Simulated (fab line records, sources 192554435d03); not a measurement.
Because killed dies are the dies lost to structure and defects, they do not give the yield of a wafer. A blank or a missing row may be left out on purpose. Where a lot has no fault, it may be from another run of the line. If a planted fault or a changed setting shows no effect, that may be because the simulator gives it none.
Split-lot study    flow n5Finfet    21 wafers read across 7 lots, on a route 1938 steps long

== ON THE SPLIT ==
At N5_BEOL_M10_VIA_ETCH_34 (etches SiCOH lowk in C4F6/O2, target depth 184.5 nm, time 69.2 s), the setting timeS was moved away from the recipe's 69.2 s on 9 of the 21 wafers read, by -18.5% to +15.2%. All remaining wafers had this setting at the recipe value.

The reading is taken at the split's own step.

== THE READING ==
SOC_of_BEOL_M10_COAT_63.thkNm (the simulator's own value, which no gauge read), in nm, at N5_BEOL_M10_VIA_ETCH_34 (etches SiCOH lowk in C4F6/O2, target depth 184.5 nm, time 69.2 s). There is no usual value for it anywhere in the file. Average 92.1 nm, standard deviation 0.2 nm, over the 12 wafers here run with the recipe.

wafer   tool, chamber at the split  timeS as run, s  against the recipe  SOC_of_BEOL_M10_COAT_63.thkNm, nm  against lot-mates on the recipe
L075.1  rieDiel-05, 3               69.2             recipe              92.4                               -
L075.2  rieDiel-05, 0               69.2             recipe              92.2                               -
L075.3  rieDiel-05, 2               69.2             recipe              92.4                               -
L076.3  rieDiel-01, 2               61.51            -11.1%              93.6                               +1.4
L076.4  rieDiel-01, 3               69.2             recipe              92.2                               -
L076.6  rieDiel-01, 1               61.51            -11.1%              93.6                               +1.4
L081.1  rieDiel-05, 3               69.2             recipe              92                                 -
L081.2  rieDiel-05, 1               62.39            -9.8%               93                                 +0.8
L081.3  rieDiel-05, 2               69.2             recipe              92.4                               -
L083.1  rieDiel-01, 1               69.2             recipe              91.8                               -
L083.2  rieDiel-01, 3               79.69            +15.2%              90.8                               -1.1
L083.3  rieDiel-01, 2               69.2             recipe              92                                 -
L086.3  rieDiel-04, 3               56.37            -18.5%              94                                 +1.8
L086.4  rieDiel-04, 0               69.2             recipe              92                                 -
L086.6  rieDiel-04, 3               69.2             recipe              92.4                               -
L089.1  rieDiel-05, 2               63.81            -7.8%               92.6                               +0.6
L089.3  rieDiel-05, 3               63.81            -7.8%               92.4                               +0.4
L089.4  rieDiel-05, 1               69.2             recipe              92                                 -
L090.4  rieDiel-01, 2               63.88            -7.7%               92.4                               +0.4
L090.5  rieDiel-01, 2               69.2             recipe              92                                 -
L090.6  rieDiel-01, 3               63.88            -7.7%               92.2                               +0.2

FIT RESULTS
A straight line over all 21 wafers: SOC_of_BEOL_M10_COAT_63.thkNm changes by -0.0914 nm for each +1% of timeS; r = -0.90; the points scatter about the line by 0.31 nm.
The same after taking each lot's own level away (the mean of its wafers on the recipe; 21 wafers): -0.0874 nm for each +1%; r = -0.93; scatter 0.23 nm.
Per that fit: largest timeS move, reading shift of 1.6 nm.
The span of the lots' own levels, 91.90 to 92.33 nm, comes to 2.1 times the standard deviation stated above.
Hence the lot-to-lot level has little effect on the slope; both slopes agree.
Check: for one of the wafers moved furthest among these (-18.5%), held out of the fit, the line's prediction against its lot-mates is +1.55 nm. Against them it came out at +1.8 nm.

== THESE WAFERS: OTHER SPLITS ==
These wafers also went through other splits before the reading. Each is held against what the fit with the lots' levels taken away leaves over:
other split on the same wafers  wafers away from the commonest value  r with SOC_of_BEOL_M10_COAT_63.thkNm (lot level and that fit taken away)
N5_BEOL_M9_ETCH_62 sourceW      7                                     -0.26
N5_BEOL_M9_COAT_22 spinRpm      8                                     +0.25
N5_BEOL_M10_ETCH_62 timeS       8                                     +0.03

== THE WHOLE CHAIN: every reading that the file lists as answering this split, in the file's order ==
step                     what it does                                                      reading                                                                         change (the file's fit)                 r (the file's)
N5_BEOL_M10_VIA_ETCH_34  etches SiCOH lowk in C4F6/O2, target depth 184.5 nm, time 69.2 s  etch.depthNm (the simulator's own value, which no gauge read)                   +1.84 nm for each +1% of the setting    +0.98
N5_BEOL_M10_VIA_ETCH_34  etches SiCOH lowk in C4F6/O2, target depth 184.5 nm, time 69.2 s  SOC_of_BEOL_M10_COAT_63.thkNm (the simulator's own value, which no gauge read)  -0.0872 nm for each +1% of the setting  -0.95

== FILE'S OWN FIT ==
SOC_of_BEOL_M10_COAT_63.thkNm changes by -0.0872 nm for each +1% of timeS, r = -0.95.
